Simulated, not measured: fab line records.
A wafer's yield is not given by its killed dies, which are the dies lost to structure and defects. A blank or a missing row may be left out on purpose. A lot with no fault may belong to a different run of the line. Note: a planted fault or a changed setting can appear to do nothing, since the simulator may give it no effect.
A struck lot beside a sound one | flow nand-harc | 37 steps out of a route of 1302
Sound: wafers L567.1, L567.3, L567.6. Struck: wafer L577.1. (L577.4, L577.5 of the same lot were not struck and are left out.) The cause comes at the end.
Per side, at each step with rows, come the tool, then ch with its chambers, and then its first start. Under that, the readings that differ: sound wafers | struck wafers | difference of the means | sigmas: that difference in standard deviations of wafers without a fault.
alike: readings with means less than 2 such deviations apart, plus words and numbers identical on both sides. not compared: withheld readings, readings lacking a value on some wafer, bounds such as >300 that could conceal the same value, and numbers that have no deviation in the record and whose values overlap.
The two part at a step that has a row with sigmas, a row that says differs or no value, or rows on one side only. Numbers that have no deviation but don't overlap get no sigmas and don't part them. Lack of a reading on every wafer of one side parts them only where that side has two or more wafers.

first, 4 steps without rows for these wafers: NHARC_A_STAIRCASE_EXPOSE_438 (exposes mask STAIR REV); NHARC_A_STAIRCASE_PEB_439 (peb time 130 s); NHARC_A_STAIRCASE_DEVELOP_440 (time 140 s); NHARC_A_STAIRCASE_HARDBAKE_442 (time 140 s).
NHARC_A_STAIRCASE_DESCUM_443: chemistry O2, time 3 s.
  sound on rie-diel-01 ch 0,1,2, day 19 02:29; struck on rie-diel-07 ch 3, day 23 01:09
  alike: drypump-motor-current-A, o2-flow-sccm, oes-product-au, rf-vpp-V, showerhead-plenum-p-Torr, throttle-valve-pct
  not compared: rf-hours-counter-h
then, 5 steps without rows for these wafers: NHARC_A_STAIRCASE_ETCH_444 (etches the open film in C4F8/O2, target depth 20400 nm, time 6800 s); NHARC_A_STAIRCASE_STRIP_446 (strips in O2); NHARC_A_STAIRCASE_STRIP_447 (strips in SPM, time 900 s); NHARC_A_STAIRCASE_PRECLEAN_448 (cleans in SC1); NHARC_A_STAIRCASE_SRD_449.
NHARC_A_STAIRCASE_CMP_450: polishes SiO2, target thk 200 nm.
  sound on cmp-04 ch 0,3, day 19 07:47; struck on cmp-02 ch 0, day 23 07:28
  alike: motor-current-A
NHARC_A_STAIRCASE_CMP_152: polishes.
  sound on cmp-04 ch 0,3, day 19 07:51; struck on cmp-02 ch 0, day 23 07:33
  alike: motor-current-A
then, 2 steps without rows for these wafers: NHARC_A_STAIRCASE_SRD_154; NHARC_A_STAIRCASE_ETCH_403 (etches SiO2 in dHF, target depth 108.2 nm).
NHARC_A_STAIRCASE_ETCHBACK_422: etches the open film in CH3F/O2, target depth 40 nm, time 74.286 s.
  sound on rie-diel-08 ch 0,2,3, day 19 08:19; struck on rie-diel-08 ch 1, day 23 08:01
  alike: ch3f-flow-sccm, drypump-motor-current-A, o2-flow-sccm, oes-product-au, rf-vpp-V, showerhead-plenum-p-Torr, throttle-valve-pct
  not compared: rf-hours-counter-h
then, 3 steps without rows for these wafers: NHARC_A_STAIRCASE_ETCH_423 (etches SiO2 in dHF, target depth 30 nm); NHARC_A_STAIRCASE_ETCHBACK_157 (etches the open film in CH3F/O2, target depth 90 nm, time 167.14 s); NHARC_A_STAIRCASE_STRIP_475 (strips in O2, time 20 s).
NHARC_A_STAIRCASE_DEP_471: deposits SiO2, target thk 100 nm.
  sound on pecvd-01 ch 0,1,2, day 19 08:59; struck on pecvd-01 ch 1, day 23 08:49
  alike: heater-power-w, throttle-valve-pct
then, 13 steps without rows for these wafers: NHARC_A_STAIRCASE_CMP_472 (polishes SiO2); NHARC_A_STAIRCASE_SRD_474; NHARC_A_SGD_CUT_DEP_00 (deposits SiNx, target thk 50 nm); NHARC_A_SGD_CUT_DEHYDRATE_01 (time 120 s); NHARC_A_SGD_CUT_HMDS_02 (time 30 s); NHARC_A_SGD_CUT_COAT_56 (time 75 s); NHARC_A_SGD_CUT_COAT_57 (time 65 s); NHARC_A_SGD_CUT_COAT_03 (resist thk 90 nm); NHARC_A_SGD_CUT_SOFTBAKE_04 (time 55 s); NHARC_A_SGD_CUT_EBR_05; NHARC_A_SGD_CUT_EXPOSE_06 (exposes mask SGD); NHARC_A_SGD_CUT_PEB_07 (peb time 65 s); NHARC_A_SGD_CUT_DEVELOP_08 (develop time 35 s).
NHARC_A_SGD_CUT_CD_MEAS_09: target cd 100 nm.
  sound on cd-sem-02 ch 0, day 19 10:22; struck on cd-sem-03 ch 0, day 23 10:05
  alike: cd-nm
NHARC_A_SGD_CUT_OVL_MEAS_10:
  struck on overlay-02, day 23 10:11; sound on overlay-01, day 19 10:27
  reading           | sound       | struck | difference | sigmas
  overlay-x-nm (nm) | 0.9 0.8 1.0 | -1.3   | -2.2       | -2
  alike: overlay-y-nm
then, 1 step without rows for these wafers: NHARC_A_SGD_CUT_DESCUM_14 (chemistry O2, time 3 s).
NHARC_A_SGD_CUT_ETCH_58: etches the open film in CF4, target depth 39 nm, time 65 s.
  sound on rie-diel-04 ch 2,3, day 19 10:38; struck on rie-diel-09 ch 0, day 23 10:22
  alike: drypump-motor-current-A, oes-product-au, rf-vpp-V, showerhead-plenum-p-Torr, throttle-valve-pct
  not compared: rf-hours-counter-h
-- jump in the record: it breaks off in module A_SGD_CUT and resumes in module END (first step shown: number 1302 of the route), and 5 days separate the struck wafers' starts before and after --
NHARC_END_SORT_01:
  sound on prober-02 ch 0, day 26 01:32; struck on prober-02 ch 0, day 28 18:56
  reading         | sound    | struck | difference | sigmas
  killed-at-array | 66 51 66 | 301    | +240       | +13
  killed-at-other | 6 1 1    | 0      | -3         | -2
  killed-dies     | 78 58 70 | 305    | +236       | +14
  alike: killed-at-periphery, killed-open, killed-short

== WHERE THEY PART ==
At NHARC_A_SGD_CUT_OVL_MEAS_10 first; at NHARC_END_SORT_01 last (within this record only).

WHY: the cause the simulator had injected
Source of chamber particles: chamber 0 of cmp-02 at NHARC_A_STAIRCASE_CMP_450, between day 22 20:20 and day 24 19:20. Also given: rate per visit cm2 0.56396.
